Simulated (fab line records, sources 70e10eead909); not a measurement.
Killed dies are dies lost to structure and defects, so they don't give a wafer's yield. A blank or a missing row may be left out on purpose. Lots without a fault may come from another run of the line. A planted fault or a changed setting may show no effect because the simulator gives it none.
Problem report in the 8D (eight disciplines) form, filled by code | flow nand_harc | the parts of the form that need people (team, actions taken, sign-off) are left out

1. THE PROBLEM
heater_power_total_W at NHARC_P_ZERO_WELL_SOFTBAKE_06 reads a mean of 226.6 W on 2 wafers of 1 lot; wafers without a fault read 200.7 W with a standard deviation of 1.4. That is +18 standard deviations from the usual mean.
The step: time 70 s.
First seen on wafer L579.1, day 9 08:00, on litho_track-03. The record holds 32 wafers of 11 lots with a number at this step. Rule for "out", or "out of limits": more than 4 standard deviations from the usual mean. The other wafers with a number count as sound.

2. WHAT IT IS AND WHAT IT IS NOT
question                    | is                     | is not
which readings at this step | heater_power_total_W   | resist_line_temp_C
which lots                  | L579                   | L562, L564, L565, L567, L568, L569, L572, L573, L583, L584
which wafers of those lots  | all that have a number | -
read on which tools         | litho_track-03         | litho_track-05, litho_track-07
when                        | from day 9 08:00       | up to then (24 sound wafers); but 6 sound wafers of L583, L584 came after

3. SUSPECTS, AND WHAT RULES EACH OUT
Counting: a tool at a process step up to the reading stays a suspect if it ran every lot that is out and no sound lot after the first of them.
- litho_track-03 at NHARC_P_ZERO_WELL_SOFTBAKE_06 (time 70 s): kept. It ran the lot that is out, L579 (day 9 08:00), and no sound lot after that; its last sound lot up to then is L573 (day 6 20:00). Its own readings are out on those wafers: heater_power_total_W.
Left after counting: litho_track-03 at NHARC_P_ZERO_WELL_SOFTBAKE_06.

4. THE CAUSE (what the simulator had put in)
Process parameter drift: litho_track-03, from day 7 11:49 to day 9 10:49, at NHARC_P_ZERO_WELL_SOFTBAKE_06. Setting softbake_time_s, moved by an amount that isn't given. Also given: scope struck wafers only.
Counting left only this tool.

5. THE CHAIN OF EFFECTS, in route order
Each row: a reading whose mean over the struck wafers that have a number lies more than 3 standard deviations from the usual. Only readings for which the record gives a usual standard deviation are gone through. hours: the time from each lot's start at the first step in this table that gives one to its start at this step, as a median over the lots. sigmas: the change in usual standard deviations.
hours | step                          | reading              | usual   | on struck wafers | change | sigmas
0     | NHARC_P_ZERO_WELL_SOFTBAKE_06 | heater_power_total_W | 200.7 W | 226.6            | +25.9  | +18
The process steps in it:
- NHARC_P_ZERO_WELL_SOFTBAKE_06: time 70 s.

6. WHAT WOULD HAVE CAUGHT IT SOONER
In this record the first reading out of limits was taken at day 9 08:00, 44 hours after the fault began at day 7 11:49.
